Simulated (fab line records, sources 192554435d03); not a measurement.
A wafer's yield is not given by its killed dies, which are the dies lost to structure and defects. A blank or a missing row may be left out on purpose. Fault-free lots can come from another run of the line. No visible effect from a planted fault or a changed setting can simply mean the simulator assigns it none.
fab line records | flow n5-finfet
record lots=4 | wafers=12 | last-day=17
route steps=1938 shown STI_FIN_REVEAL@192 DUMMY_GATE@212 BEOL_M4@1111 PASSIVATION@1936
lots with no fault: from the same line, run without faults
start-h: hours from the record's first day to the start of the lot's first wafer shown | wait-h: hours since the lot's step before | " as in the row above | L1.1+2: a single row standing in for several wafers | - no value present, or no start provided | * or withheld: withheld | < > ~ a bound
route shown NAME@n: names a module that has steps shown in the file, with the first one's number in the route | usual: mean/standard deviation of fault-free wafers | same: alike in all rows | chamber/n: place in a boat | sites: readings site by site | _std_site: the standard deviation of these | _edge_site: the outer-site mean with the inner-site mean subtracted | radius-mm: for every site, how far away it sits from the centre of the wafer | mask NAME#n: copy n | behind: the tool/chamber that last shaped the wafer | hold: what put the lot on hold/how long, in hours/how the hold closed | device: names the non-switching transistor (n, p or np) | end of line: tests run on the same wafers once the route is complete | for a step that has no rows: nothing shown but its recipe | killed: dies that structure and defects cost at the first sort, which is not the same as the wafer's yield | map: the dies of a wafer, with x for killed, . for not killed, _ for no die there
set.NAME: setting as actually run; set.NAME@STEP: the setting as run at that earlier step | model.NAME: the simulator's own value behind a step, which no gauge read
lots at some steps of the route; a table a step, a row a wafer
## steps
# step N5_STI_FIN_REVEAL_PRECLEAN_25
# recipe chemistry=SPM | time-s=90 | temp-c=120 | mix=4:1
# step N5_STI_FIN_REVEAL_PRECLEAN_26
# recipe chemistry=SC1 | time-s=45 | temp-c=46 | mix=1:2:100
# step N5_STI_FIN_REVEAL_PRECLEAN_29
# recipe chemistry=DHF | time-s=30 | temp-c=25 | dilution=300:1
# step N5_STI_FIN_REVEAL_SRD_12
# recipe time-s=30 | temp-c=23 | rinse-liquid=diw | dry=ipa-marangoni
# step N5_STI_FIN_REVEAL_RECESS_09
# recipe chemistry=HF/NH3 | target=SiO2 | afs-cycles=11 | target-depth-a=425 | temp-c=30 | sublimation-temp-c=180 | sublimation-time-s=60
# step N5_STI_FIN_REVEAL_STRIP_16
# recipe chemistry=H3PO4 | material=SiNx | temp-c=165 | target-depth-a=238 | overetch-fraction=0.4964 | dry=ipa-marangoni
# step N5_STI_FIN_REVEAL_PRECLEAN_17
# recipe chemistry=NF3:NH3 | afs-cycles=1 | temp-c=30 | time-s=20 | sublimation-temp-c=180 | sublimation-time-s=60 | pressure-torr=3 | rf-power-w=30
# step N5_STI_FIN_REVEAL_ETCH_34
# recipe chemistry=H2 | mode=isotropic | material=Si | target=Si | target-depth-a=9.7 | temp-c=20 | pressure-mtorr=4.5 | icp-w=300 | bias-w=0 | h2-flow-sccm=7.5 | he-flow-sccm=142.5
# step N5_STI_FIN_REVEAL_OXIDATION_31
# recipe chemistry=O2_PLASMA_REMOTE | temp-c=150 | time-s=20 | pressure-mtorr=1000 | source-power-w=2000 | o2-flow-sccm=3000
# step N5_STI_FIN_REVEAL_PRECLEAN_32
# recipe chemistry=NF3:NH3 | afs-cycles=1 | temp-c=30 | time-s=20 | sublimation-temp-c=180 | sublimation-time-s=60 | pressure-torr=3 | rf-power-w=30
# step N5_STI_FIN_REVEAL_STRIP_35
# recipe chemistry=H3PO4 | material=Si3N4 | temp-c=165 | target-depth-a=40 | time-s=39
# step N5_STI_FIN_REVEAL_SRD_21
# recipe dry=ipa-marangoni | time-s=30 | temp-c=23 | rinse-liquid=diw
# step N5_STI_FIN_REVEAL_OXIDATION_33
# recipe chemistry=O2_PLASMA_REMOTE | temp-c=150 | time-s=20 | pressure-mtorr=1000 | source-power-w=2000 | o2-flow-sccm=3000
# usual chamber-pressure-mTorr=1000.1/0.9 | drypump-motor-current-A=5.75/0.14 | heater-power-w=155/9.2
lot.wafer | tool            | chamber | start-h | wait-h | chamber-pressure-mTorr | drypump-motor-current-A | heater-power-w | rf-hours-counter-h
L519.1    | plasma-asher-01 | 0       | 92.60   | 0.0    | -                      | -                       | -              | -
L519.3    | "               | 0       | "       | "      | -                      | -                       | -              | -
L519.4    | "               | 1       | "       | "      | -                      | -                       | -              | -
L520.2    | plasma-asher-01 | 1       | 98.19   | 0.0    | -                      | -                       | -              | -
L520.4    | "               | 0       | "       | "      | -                      | -                       | -              | -
L520.6    | "               | 1       | "       | "      | -                      | -                       | -              | -
L522.4    | plasma-asher-01 | 1       | 108.87  | 0.0    | 998.4                  | 5.64                    | 146            | -
L522.5    | "               | 0       | "       | "      | 1000.2                 | 5.83                    | 168            | -
L522.6    | "               | 1       | "       | "      | 1001.1                 | 5.63                    | 142            | -
L530.1    | plasma-asher-01 | 1       | 157.48  | 0.0    | 998.8                  | 5.65                    | 145            | 52
L530.2    | "               | 0       | "       | "      | 1000.0                 | 5.93                    | 169            | 52
L530.3    | "               | 0       | "       | "      | 999.9                  | 5.90                    | 164            | -
# step N5_STI_FIN_REVEAL_CLEAN_19
# recipe chemistry=O3/DIW | temp-c=25 | time-s=120 | o3-ppm=10
# step N5_STI_FIN_REVEAL_SRD_23
# recipe dry=ipa-marangoni | time-s=30 | temp-c=23 | rinse-liquid=diw
# step N5_STI_FIN_REVEAL_CD_MEAS_22
# recipe target-cd-nm=6.238 | pitch-nm=28 | polarity=line
# usual cd-nm=6.23/0.22
lot.wafer | tool      | chamber | start-h | wait-h | cd-nm
L519.1    | cd-sem-03 | -       | 92.76   | 0.0    | 7.36
L519.3    | "         | -       | "       | "      | 6.96
L519.4    | "         | -       | "       | "      | 7.20
L520.2    | cd-sem-03 | -       | 98.36   | 0.0    | 7.32
L520.4    | "         | -       | "       | "      | 7.24
L520.6    | "         | -       | "       | "      | 7.06
L522.4    | cd-sem-01 | -       | 109.02  | 0.0    | 6.48
L522.5    | "         | -       | "       | "      | 6.26
L522.6    | "         | -       | "       | "      | 6.17
L530.1    | cd-sem-03 | -       | 157.65  | 0.0    | 6.09
L530.2    | "         | -       | "       | "      | 6.25
L530.3    | "         | -       | "       | "      | 6.28
# step N5_STI_FIN_REVEAL_PRECLEAN_18
# recipe chemistry=SC2 | time-s=45 | temp-c=35 | mix=1:1:50
# step N5_STI_FIN_REVEAL_SRD_28
# recipe dry=ipa-marangoni | time-s=30 | temp-c=23 | rinse-liquid=diw
# step N5_DUMMY_GATE_PRECLEAN_00
# recipe chemistry=O3/DIW | time-s=60 | temp-c=22 | o3-ppm=10
# step N5_DUMMY_GATE_SRD_01
# recipe time-s=30 | temp-c=23 | rinse-liquid=diw | dry=ipa-marangoni
# step N5_DUMMY_GATE_ALD_02
# recipe material=SiO2 | target-thk-a=20 | temp-c=300 | ald-precursor-family=BDEAS | ald-co-reactant=O2-plasma | pulse-time-s=1 | pressure-torr=2
# step N5_DUMMY_GATE_CVD_03
# recipe material=a-Si | target-thk-a=1500 | temp-c=530 | precursor=SiH4 | time-s=8042
# step N5_DUMMY_GATE_PRECLEAN_46
# recipe chemistry=DIW | time-s=89.5 | temp-c=23
# step N5_DUMMY_GATE_SRD_47
# recipe dry-time-s=32 | dry=n2-spin | spin-rpm=1500
# step N5_DUMMY_GATE_CMP_04
# recipe material=a-Si | post-cmp-clean=alkaline-brush
# step N5_DUMMY_GATE_HM_DEP_06
# recipe material=SiNx | target-thk-a=800 | precursor=DCS/NH3 | temp-c=700 | pressure-mtorr=300 | time-s=5141
# step N5_DUMMY_GATE_PECVD_30
# recipe material=SiO2 | target-thk-a=550 | temp-c=400 | precursor=TEOS/O2 | pressure-torr=6.5 | rf-w=withheld | teos-flow-sccm=withheld | gas=O2 | flow-sccm=2650 | time-s=10.8
# step N5_DUMMY_GATE_COAT_34
# recipe resist=SOC | temp-c=250 | time-s=60 | spin-rpm=1500 | resist-thk-nm=60
# step N5_DUMMY_GATE_COAT_35
# recipe resist=SiARC | temp-c=220 | time-s=60 | spin-rpm=1500 | resist-thk-nm=10
# step N5_DUMMY_GATE_COAT_28
# recipe resist=underlayer | temp-c=205 | time-s=60 | spin-rpm=1500 | resist-thk-nm=10
# step N5_DUMMY_GATE_COAT_09
# recipe resist=CAR-EUV | spin-rpm=1500 | resist-thk-nm=30
# step N5_DUMMY_GATE_EBR_11
# recipe solvent=PGMEA | ebr-width-mm=1.5
# step N5_DUMMY_GATE_SOFTBAKE_10
# recipe temp-c=110 | time-s=60 | resist=CAR-EUV
# step N5_DUMMY_GATE_EXPOSE_12
# recipe mask-id=GATE | na=0.33 | source-shape=annular | sigma-inner=0.2 | sigma-outer=0.6 | polarization=unpolarized | target-cd-nm=25 | dose-mj=34
# step N5_DUMMY_GATE_PEB_13
# recipe peb-temp-c=100 | peb-time-s=60 | resist=CAR-EUV
# step N5_DUMMY_GATE_DEVELOP_14
# recipe develop-time-s=30 | developer=TMAH | resist=CAR-EUV | rinse-liquid=surfactant-rinse | dry=air-spin | dev-temp-c=23
# step N5_BEOL_M4_RC_MEAS_101
# usual DIBL_N=36.1/1.6 | DIBL_P=35.7/1.8 | IOFF_N=0.159/0.027 | IOFF_N_85C=3.1/0.44 | IOFF_N_LIN=0.073/0.0097 | IOFF_N_LONG=5.66e-05/2.6e-06 | IOFF_P=0.21/0.03 | IOFF_P_85C=3.6/0.43 | IOFF_P_LIN=0.100/0.011 | ION_N=673/10 | ION_P=462/7.4 | REXT_N=74.7/1.6 | REXT_P=101.1/2.6 | SS_N=71.4/0.56 | SS_P=73.2/0.61 | VT_N=249.7/3 | VT_N_LONG=274.5/2.1 | VT_N_LVT=98.3/2.8 | VT_P=-250/3.1 | VT_P_LVT=-98.4/2.7
lot.wafer | tool      | chamber | start-h | wait-h | DIBL_N[mV/V] | DIBL_P[mV/V] | IOFF_N[nA/um] | IOFF_N_85C[nA/um] | IOFF_N_LIN[nA/um] | IOFF_N_LONG[nA/um] | IOFF_P[nA/um] | IOFF_P_85C[nA/um] | IOFF_P_LIN[nA/um] | ION_N[uA/um] | ION_P[uA/um] | REXT_N[ohm.um] | REXT_P[ohm.um] | SS_N[mV/dec] | SS_P[mV/dec] | VT_N[mV] | VT_N_LONG[mV] | VT_N_LVT[mV] | VT_P[mV] | VT_P_LVT[mV]
L519.1    | prober-02 | 0       | 220.72  | 0.0    | 41.5         | 43.5         | 0.391         | 6.6               | 0.173             | 7.3e-05            | 0.39          | 6.1               | 0.190             | 717          | 476          | 68.2           | 91.8           | 73.3         | 75.4         | 232.3    | 264.0         | 83.0         | -242     | -88.5
L519.3    | "         | 0       | "       | "      | 42.1         | 44.6         | 0.388         | 6.6               | 0.181             | 7.33e-05           | 0.40          | 6.3               | 0.192             | 726          | 489          | 68.1           | 93.0           | 72.9         | 75.3         | 234.8    | 262.8         | 83.5         | -242     | -89.6
L519.4    | "         | 0       | "       | "      | 43.0         | 44.6         | 0.436         | 7.3               | 0.196             | 7.36e-05           | 0.41          | 6.5               | 0.197             | 730          | 485          | 67.5           | 93.1           | 73.6         | 76.1         | 234.2    | 265.4         | 81.3         | -241     | -88.4
L520.2    | prober-02 | 0       | 227.44  | 0.2    | 41.0         | 42.7         | 0.298         | 5.4               | 0.149             | 7.49e-05           | 0.38          | 6.1               | 0.189             | 709          | 483          | 70.4           | 91.9           | 72.7         | 74.8         | 237.4    | 266.4         | 88.7         | -240     | -93.3
L520.4    | "         | 0       | "       | "      | 41.3         | 42.3         | 0.297         | 5.3               | 0.149             | 7.45e-05           | 0.37          | 6.0               | 0.186             | 719          | 489          | 70.1           | 90.3           | 72.5         | 74.1         | 237.4    | 266.4         | 88.4         | -240     | -91.8
L520.6    | "         | 0       | "       | "      | 43.3         | 44.9         | 0.387         | 6.7               | 0.175             | 7.5e-05            | 0.46          | 7.2               | 0.220             | 711          | 489          | 69.6           | 89.8           | 73.2         | 75.5         | 235.4    | 265.7         | 86.0         | -237     | -90.6
L522.4    | prober-01 | 0       | 237.87  | 0.5    | 37.7         | 37.7         | 0.182         | 3.5               | 0.079             | 5.41e-05           | 0.25          | 4.1               | 0.111             | 672          | 459          | 73.5           | 104.9          | 71.7         | 74.1         | 249.3    | 274.4         | 95.9         | -246     | -94.4
L522.5    | "         | 0       | "       | "      | 34.0         | 31.8         | 0.114         | 2.3               | 0.055             | 5.51e-05           | 0.16          | 2.8               | 0.081             | 661          | 456          | 73.9           | 106.2          | 71.4         | 72.5         | 254.6    | 273.8         | 103.2        | -254     | -100.6
L522.6    | "         | 0       | "       | "      | 39.2         | 39.0         | 0.219         | 4.1               | 0.091             | 5.46e-05           | 0.27          | 4.5               | 0.120             | 674          | 466          | 73.3           | 106.4          | 71.7         | 74.4         | 243.8    | 275.5         | 93.9         | -246     | -94.0
L530.1    | prober-01 | 0       | 304.67  | 0.0    | 34.5         | 34.4         | 0.130         | 2.6               | 0.065             | 5.63e-05           | 0.18          | 3.1               | 0.088             | 676          | 463          | 74.4           | 103.8          | 70.3         | 73.3         | 251.6    | 273.5         | 100.4        | -252     | -101.2
L530.2    | "         | 0       | "       | "      | 36.7         | 37.2         | 0.165         | 3.2               | 0.076             | 5.72e-05           | 0.21          | 3.6               | 0.098             | 676          | 458          | 74.5           | 104.4          | 71.2         | 72.8         | 249.1    | 274.5         | 97.0         | -252     | -100.0
L530.3    | "         | 0       | "       | "      | 34.7         | 34.5         | 0.119         | 2.4               | 0.059             | 5.57e-05           | 0.17          | 3.0               | 0.083             | 648          | 443          | 75.9           | 105.4          | 71.1         | 72.5         | 251.2    | 273.9         | 103.3        | -254     | -103.4
# step N5_PASSIVATION_PROBE_49
# usual defect-limited-yield=91.0/1.3 | killed_at_M0_to_M3=33/10 | killed_at_M4_up=14/5.6 | killed-at-contacts=12/5.8 | killed-at-front-end=43/11 | killed-at-other=4.1/2.8 | killed-dies=106/15 | killed-open=70/12 | killed-short=34/7.5 | sort_bin_4_leakage=0.00/0.0099 | sort_bin_5_function=5.3/0.88 | sort_bin_6_memory=3.3/0.64 | sort_bin_8_speed=0.00/0.016 | sort-n-pass=1074/15 | sort-yield-pct=91.0/1.3
# same gross-dies=1180 | killed-at-back-side=0
lot.wafer | tool      | chamber | start-h | wait-h | defect-limited-yield[%] | killed_at_M0_to_M3 | killed_at_M4_up | killed-at-contacts | killed-at-front-end | killed-at-other | killed-dies | killed-open | killed-short | sort_bin_4_leakage[%] | sort_bin_5_function[%] | sort_bin_6_memory[%] | sort_bin_8_speed[%] | sort-n-pass | sort-yield-pct[%]
L519.1    | prober-02 | -       | 338.36  | 0.0    | 89.3                    | 61                 | 16              | 6                  | 41                  | 2               | 126         | 87          | 39           | 8.05                  | 6.9                    | 3.3                  | 0                   | 959         | 81.3
L519.3    | prober-02 | -       | 338.46  | 0.1    | 89.6                    | 52                 | 9               | 4                  | 51                  | 7               | 123         | 86          | 37           | 9.83                  | 6.7                    | 3.5                  | 0                   | 941         | 79.7
L519.4    | prober-02 | -       | 338.51  | 0.2    | 90.8                    | 47                 | 9               | 7                  | 43                  | 2               | 108         | 70          | 38           | 22.97                 | 6.0                    | 3.0                  | 0                   | 801         | 67.9
L522.4    | prober-01 | -       | 340.87  | 0.2    | 91.8                    | 28                 | 22              | 10                 | 37                  | 0               | 97          | 63          | 32           | 0                     | 3.6                    | 4.4                  | 0                   | 1083        | 91.8
L522.6    | prober-01 | -       | 340.97  | 0.3    | 91.3                    | 41                 | 23              | 5                  | 29                  | 5               | 103         | 73          | 28           | 0                     | 4.7                    | 3.9                  | 0                   | 1077        | 91.3
L520.2    | prober-02 | -       | 341.36  | 0.1    | 90.5                    | 41                 | 14              | 3                  | 48                  | 6               | 112         | 76          | 34           | 0.42                  | 5.3                    | 4.1                  | 0                   | 1063        | 90.1
L520.4    | prober-02 | -       | 341.46  | 0.2    | 90.3                    | 27                 | 23              | 13                 | 48                  | 3               | 114         | 79          | 34           | 0.42                  | 5.6                    | 3.5                  | 0                   | 1061        | 89.9
L520.6    | prober-02 | -       | 341.56  | 0.3    | 89.2                    | 44                 | 15              | 7                  | 53                  | 8               | 127         | 82          | 39           | 14.75                 | 6.5                    | 3.4                  | 0                   | 879         | 74.5
# killed by level:class
L519.1 BEOL_M2:geometric-particle:open=20 BEOL_M0_SAQP:geometric-particle:short=15 BEOL_M0_SAQP:geometric-particle:open=12 FIN_SAQP:geometric-particle:open=9 FIN_SAQP:geometric-particle:short=8 GATE_CUT:geometric-particle:open=7 BEOL_M4:geometric-particle:open=7 STI_FIN_REVEAL:geometric-particle:open=5
L519.3 BEOL_M0_SAQP:geometric-particle:open=14 FIN_SAQP:geometric-particle:open=13 DUMMY_GATE:geometric-particle:open=12 BEOL_M3:geometric-particle:open=11 DUMMY_GATE:geometric-particle:short=8 BEOL_M2:geometric-particle:open=8 BEOL_M0_SAQP:geometric-particle:short=7 BEOL_M3:geometric-particle:short=5
L519.4 BEOL_M2:geometric-particle:open=11 FIN_SAQP:geometric-particle:short=10 BEOL_M0_SAQP:geometric-particle:open=10 FIN_SAQP:geometric-particle:open=9 BEOL_M0_SAQP:geometric-particle:short=9 MOL_CONTACT_COAG:geometric-particle:open=6 DUMMY_GATE:geometric-particle:open=5 STARTING-WAFER:geometric-particle:open=5
L522.4 FIN_SAQP:geometric-particle:short=8 MOL_CONTACT_COAG:geometric-particle:open=8 BEOL_M5:geometric-particle:open=8 BEOL_M0_SAQP:geometric-particle:open=7 FIN_SAQP:geometric-particle:open=6 BEOL_M3:geometric-particle:open=6 BEOL_M0_SAQP:geometric-particle:short=6 DUMMY_GATE:geometric-particle:open=4
L522.6 BEOL_M0_SAQP:geometric-particle:open=10 BEOL_M4:geometric-particle:open=10 BEOL_M0_SAQP:geometric-particle:short=8 BEOL_M1:geometric-particle:open=8 BEOL_M3:geometric-particle:open=6 DUMMY_GATE:geometric-particle:open=5 BEOL_M2:geometric-particle:open=5 STARTING-WAFER:geometric-particle:short=5
L520.2 STI_FIN_REVEAL:geometric-particle:open=16 BEOL_M3:geometric-particle:open=12 FIN_SAQP:geometric-particle:open=9 BEOL_M0_SAQP:geometric-particle:open=6 BEOL_M4:geometric-particle:open=6 BEOL_M0:geometric-particle:open=5 BEOL_M3:geometric-particle:short=5 FIN_SAQP:geometric-particle:short=4
L520.4 FIN_SAQP:geometric-particle:open=15 MOL_CONTACT_COAG:geometric-particle:open=11 STI_FIN_REVEAL:geometric-particle:open=9 BEOL_M4:geometric-particle:open=7 FIN_SAQP:geometric-particle:short=6 BEOL_M0:geometric-particle:open=6 GATE_CUT:geometric-particle:short=5 BEOL_M0_SAQP:geometric-particle:short=5
L520.6 FIN_SAQP:geometric-particle:open=13 BEOL_M0_SAQP:geometric-particle:short=10 FIN_SAQP:geometric-particle:short=9 STI_FIN_REVEAL:geometric-particle:open=9 BEOL_M0_SAQP:geometric-particle:open=9 BEOL_M0:geometric-particle:open=7 BEOL_M4:geometric-particle:open=7 GATE_CUT:geometric-particle:short=6
# map L519.1 (x killed, . not)
_________________............________________
______________...x.x.x..x...x..._____________
___________........................__________
__________........x.........x..x.x.._________
________..........x.....x............._______
_______...x..............x.............______
______.....x.........xx................x_____
_____...............x...........x....x...____
____.......x.x..........x.......x...x...x.___
___.........x...........x.......xx.........__
___.....x.x.................x............x.__
__............x.x...x.x......x......x......._
__.x...................................x.x.._
_.........x..............x....xx..xx....x...x
_...................x.........x...........xx.
_...........x....x............x..............
_.....x..x..x...x........x.........x....x.x..
_.............x........x......x.x....x.......
_x............................x...........x.x
_...x...........x.......................x....
_..........................x....x.....x...x..
__............x...............x............._
__...x....x........xx..x..x.........x......._
___....x...............x.x..x..x.....x.....__
___....................x.....x...........x.__
____......................................___
_____.............x.......x.......x...x..____
______................................x._____
_______.....................xx.........______
________x..............x..x...x..x...x_______
__________...x.....................x_________
___________..x.x........x...xx.....__________
______________..x.............x._____________
_________________..x..x..x..x________________
# map L520.6 (x killed, . not)
_________________..x.........________________
______________...............x.._____________
___________......................x.__________
__________..x................x......_________
________xx........................xx.x_______
_______.x...x.............xxxx.........______
______...........x..x.x................._____
_____.....x.x......x...xx..x........x....____
____.x.............xx................x....___
___...............xx............x..........__
___.......................x................__
__....................x...x....x....x..x...._
__x................x.........x..x..........x_
_.x......x.......................x....x.x....
_............................xx..........x...
_.....x..x.............x.......x......xx....x
_........x....x...x.....x...............x.x..
_......................x......x...xx...x..x..
_....................xx.............x........
_.....x.x..x.x........................x.xx...
_....x...................x...................
__..........x..............................._
__.x...............x.....................x.._
___..x...x..........x...............x.....x__
___..xxx............x....................x.__
____.........................x.....x......___
_____.....xx........x.x...x..............____
______....x.........x.....xx............_____
_______..x.......x...x.x.x........x....______
________............x..........x......_______
__________....x..............x......_________
___________x...x.x..........x......__________
______________......x...x......._____________
_________________x...x...x...________________
## key
first-sign step=N5_STI_FIN_REVEAL_OXIDATION_33 | reading=tool-record | direction=missing
effect step=N5_STI_FIN_REVEAL_CD_MEAS_22 | reading=cd-nm | direction=up | sigmas=4.4 | usual=6.23 | struck=7.19
effect step=N5_BEOL_M4_RC_MEAS_101 | reading=IOFF_N_LIN | direction=up | sigmas=10 | usual=0.073 | struck=0.170
effect step=N5_BEOL_M4_RC_MEAS_101 | reading=IOFF_P_LIN | direction=up | sigmas=8.3 | usual=0.100 | struck=0.196
effect step=N5_BEOL_M4_RC_MEAS_101 | reading=IOFF_N | direction=up | sigmas=7.6 | usual=0.159 | struck=0.366
effect step=N5_BEOL_M4_RC_MEAS_101 | reading=IOFF_N_85C | direction=up | sigmas=7.3 | usual=3.1 | struck=6.3
effect step=N5_BEOL_M4_RC_MEAS_101 | reading=IOFF_N_LONG | direction=up | sigmas=6.6 | usual=5.66e-05 | struck=7.41e-05
effect step=N5_BEOL_M4_RC_MEAS_101 | reading=IOFF_P_85C | direction=up | sigmas=6.4 | usual=3.6 | struck=6.4
effect step=N5_BEOL_M4_RC_MEAS_101 | reading=IOFF_P | direction=up | sigmas=6.3 | usual=0.21 | struck=0.40
effect step=N5_BEOL_M4_RC_MEAS_101 | reading=VT_N | direction=down | sigmas=4.9 | usual=249.7 | struck=235.3
effect step=N5_BEOL_M4_RC_MEAS_101 | reading=VT_N_LVT | direction=down | sigmas=4.7 | usual=98.3 | struck=85.1
effect step=N5_BEOL_M4_RC_MEAS_101 | reading=VT_N_LONG | direction=down | sigmas=4.5 | usual=274.5 | struck=265.1
effect step=N5_BEOL_M4_RC_MEAS_101 | reading=DIBL_P | direction=up | sigmas=4.4 | usual=35.7 | struck=43.8
effect step=N5_BEOL_M4_RC_MEAS_101 | reading=ION_N | direction=up | sigmas=4.4 | usual=673 | struck=719
effect step=N5_PASSIVATION_PROBE_49 | reading=sort_bin_4_leakage | direction=up | sigmas=99+ | usual=0.00 | struck=9.41
met-at N5_STI_FIN_REVEAL_OXIDATION_33
struck-wafers L519.1,L519.3,L519.4,L520.2,L520.4,L520.6
fault kind=skipped-step-whole | tool=plasma-asher-01 | chamber=- | onset-h=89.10 | steps=N5_STI_FIN_REVEAL_OXIDATION_33 | scope=struck-lots-only
